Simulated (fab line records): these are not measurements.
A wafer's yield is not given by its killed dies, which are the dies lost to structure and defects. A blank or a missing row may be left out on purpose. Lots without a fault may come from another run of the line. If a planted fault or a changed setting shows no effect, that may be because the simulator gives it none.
A struck lot beside a sound one	flow nand harc	41 steps out of a route of 1302
Sound: the wafers L854.2, L854.3, L854.5. The struck wafers were L870.1, L870.4, L870.5. At the end, the cause is stated.
Per side, at each step with rows, come the tool, then ch with its chambers, and then its first start. Under that, the readings that differ: sound wafers	struck wafers	difference of the means	sigmas: that difference in standard deviations of wafers without a fault.
alike: same words and numbers on both sides, and readings whose means sit less than 2 such deviations apart. not compared: any withheld reading, any reading some wafer has no value for, any bound like >300 that may hide the same value, and any number with overlapping values for which the record gives no deviation.
Wherever a step has rows on one side only, a row that says differs or no value, or a row with sigmas, the two part there. When numbers do not overlap yet have no deviation, they are printed without sigmas and do not part them. A reading missing from all wafers of one side parts the sides only when that side holds two or more wafers.

first, 1 step without rows for these wafers: NHARC_A_M1_DEVELOP_08 (develop time 35 s).
NHARC_A_M1_CD_MEAS_09 targets a cd of 120 nm.
  sound on cd sem-01 ch 0, day 24 01:23; struck on cd sem-02 ch 0, day 31 00:33
  alike: cd nm
NHARC_A_M1_OVL_MEAS_10: pitch 240 nm.
  sound on overlay-02 at day 24 01:28; struck on overlay-02 at day 31 00:38
  alike: overlay x nm, overlay y nm
NHARC_A_M1_INSPECT_11:
  sound on defect inspect-02 at day 24 01:30; struck on defect inspect-01 at day 31 00:41
reading	sound	struck	difference	sigmas
raw defect count	21 33 25	118 124 129	+97	+3
then, 1 step without rows for these wafers: NHARC_A_M1_DESCUM_14 (chemistry O2, time 3 s).
NHARC_A_M1_ETCH_35: etches the open film in N2/H2, target depth 40 nm, overetch 12 nm, time 43.94 s.
  sound on rie diel-12 ch 0,2,3, day 24 01:39; struck on rie diel-10 ch 0,2, day 31 00:50
  alike: bias w, drypump motor current A, n2 flow sccm, oes product au, rf vpp V, showerhead plenum p Torr, throttle valve pct
  not compared: rf hours counter h
then, 1 step without rows for these wafers: NHARC_A_M1_ETCH_15 (etches the open film in C4F8/Ar, target depth 182.5 nm, time 91.2 s).
NHARC_A_M1_CD_MEAS_16:
  sound on cd sem-03 at day 24 01:52; struck on cd sem-01 at day 31 01:03
  alike: cd nm
then, 3 steps without rows for these wafers: NHARC_A_M1_STRIP_18 (strips in N2/H2); NHARC_A_M1_ETCH_28 (etches the open film in CF4/N2, target depth 30 nm, time 72.99 s); NHARC_A_M1_STRIP_19 (strips in post etch residue remover, time 600 s).
NHARC_A_M1_DEGAS_29: time 60 s.
  sound on pvd sputter-03 at day 24 02:36; struck on pvd sputter-03 at day 31 01:47
reading	sound	struck	difference	sigmas
susceptor temp C (C)	249.99 250.06 250.05	- - -	no value on the struck wafers	
  alike: heater power w
NHARC_A_M1_PRE_CLEAN_30: time 30 s.
  sound on pvd sputter-03 at day 24 02:38; struck on pvd sputter-03 at day 31 01:50
reading	sound	struck	difference	sigmas
susceptor temp C (C)	279.96 280.10 280.00	- - -	no value on the struck wafers	
  alike: heater power w
then, 1 step without rows for these wafers: NHARC_A_M1_PVD_20 (deposits TaN, target thk 5 nm, time 8.06 s).
NHARC_A_M1_PVD_21: deposits Cu, target thk 30 nm, time 20.49 s.
  sound on pvd sputter-03; struck on pvd sputter-03
  alike: throttle valve pct
then, 3 steps without rows for these wafers: NHARC_A_M1_ECD_22 (material Cu, target thk 400 nm); NHARC_A_M1_ANNEAL_31 (time 90 s); NHARC_A_M1_CMP_23 (polishes, t overpolish 20 s, target thk 154.34 nm).
NHARC_A_M1_THK_MEAS_24: measures by xrf.
  sound on film metro-02 at day 24 04:01; struck on film metro-01 at day 31 03:10
  alike: thk nm
then, 5 steps without rows for these wafers: NHARC_A_M1_SRD_25; NHARC_A_M1_PRE_CLEAN_32 (time 12 s); NHARC_A_M1_DEP_33 (deposits SiCN, target thk 30 nm); NHARC_A_BONDPAD_DEP_00 (deposits SiCN, target thk 250 nm); NHARC_A_BONDPAD_CMP_29 (polishes SiCN, target thk 200 nm).
NHARC_A_BONDPAD_THK_MEAS_30: measures by ellipsometry.
  sound on film metro-02 at day 24 05:32; struck on film metro-02 at day 31 04:41
  alike: thk nm
then, 10 steps without rows for these wafers: NHARC_A_BONDPAD_SRD_31; NHARC_A_BONDPAD_DEHYDRATE_01 (time 120 s); NHARC_A_BONDPAD_HMDS_02 (time 30 s); NHARC_A_BONDPAD_COAT_33 (time 65 s); NHARC_A_BONDPAD_COAT_03 (resist thk 600 nm); NHARC_A_BONDPAD_SOFTBAKE_04 (time 70 s); NHARC_A_BONDPAD_EBR_05; NHARC_A_BONDPAD_EXPOSE_06 (exposes mask A BPAD); NHARC_A_BONDPAD_PEB_07 (peb time 80 s); NHARC_A_BONDPAD_DEVELOP_08 (time 50 s).
NHARC_A_BONDPAD_CD_MEAS_09 targets a cd of 500 nm.
  sound on cd sem-03 ch 0, day 24 05:59; struck on cd sem-02 ch 0, day 31 05:15
  alike: cd nm
NHARC_A_BONDPAD_OVL_MEAS_35:
  sound on overlay-02 at day 24 06:04; struck on overlay-02 at day 31 05:20
  alike: overlay x nm, overlay y nm
then, 1 step without rows for these wafers: NHARC_A_BONDPAD_HARDBAKE_10 (time 65 s).
NHARC_A_BONDPAD_DESCUM_11: chemistry O2, time 3 s.
  sound on rie diel-03 ch 0,1, day 24 06:11; struck on rie diel-03 ch 0,1, day 31 05:28
  alike: drypump motor current A, oes product au, rf vpp V, showerhead plenum p Torr, throttle valve pct
  not compared: rf hours counter h
NHARC_A_BONDPAD_ETCH_34: etches the open film in N2/H2, target depth 60 nm, overetch 18 nm, time 65.91 s.
  sound on rie diel-03 ch 0,1,2, day 24 06:17; struck on rie diel-03 ch 1,2,3, day 31 05:33
  alike: bias w, drypump motor current A, n2 flow sccm, oes product au, rf vpp V, showerhead plenum p Torr, throttle valve pct
  not compared: rf hours counter h
NHARC_END_SORT_01:
  the record has rows for the struck wafers here (prober-01 ch 0, day 32 18:58) and none for the sound ones

WHERE THEY PART
Last at NHARC_END_SORT_01 as far as this record goes, first at NHARC_A_M1_INSPECT_11.

WHY: what had been put in by the simulator
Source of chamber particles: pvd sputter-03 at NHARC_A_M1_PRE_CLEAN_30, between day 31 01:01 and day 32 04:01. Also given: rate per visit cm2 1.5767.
